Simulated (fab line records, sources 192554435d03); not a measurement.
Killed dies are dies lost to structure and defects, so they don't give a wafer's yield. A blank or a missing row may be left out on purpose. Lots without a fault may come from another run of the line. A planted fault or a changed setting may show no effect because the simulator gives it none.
Chamber matching | flow n5_finfet | N5_BEOL_M11_DESCUM_16 on rie_diel-04: 4 sister chambers
The step chemistry O2, time 7.9 s. 4 wafers are shown with their chamber, then 11 later ones without.

WAFERS WITH THEIR CHAMBER
wafer  | chamber | showerhead_plenum_p_Torr (Torr)
L083.6 | 0       | 1.95
L084.1 | 2       | 2.08
L084.5 | 3       | 2.18
L085.2 | 1       | 2.16

WAFERS WITHOUT THEIR CHAMBER
wafer  | showerhead_plenum_p_Torr (Torr)
L085.3 | 2.08
L085.4 | 2.16
L089.1 | 2.07
L089.2 | 2.17
L089.3 | 2.15
L092.1 | 2.15
L092.2 | 2.07
L092.4 | 2.17
L096.4 | 2.21
L096.5 | 2.07
L096.6 | 2.17

WHICH CHAMBER EACH WENT THROUGH
wafer  | from the rows above     | in truth
L085.3 | 2                       | 2
L085.4 | can't be placed: 1 or 3 | 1
L089.1 | 2                       | 2
L089.2 | can't be placed: 1 or 3 | 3
L089.3 | can't be placed: 1 or 3 | 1
L092.1 | can't be placed: 1 or 3 | 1
L092.2 | 2                       | 2
L092.4 | can't be placed: 1 or 3 | 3
L096.4 | can't be placed: 3 or 1 | 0
L096.5 | 2                       | 2
L096.6 | can't be placed: 1 or 3 | 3
Placed correctly: 4 of 11. Can't be placed from these rows: 7 (the true chamber is among the candidates in 6). Placed wrongly: 0.
How it was worked out, from the rows above alone: a wafer's distance from a chamber is the root of the sum, over the readings, of the square of ((its reading less the chamber's mean) divided by the reading's scatter). The wafer belongs to the nearest chamber; if the next one is less than 2 further off, it can't be placed. A chamber's mean is the mean of its shown wafers. The scatter: with one shown wafer a chamber, the root of the mean of the squares of how far each hidden wafer lies from its nearest shown one.
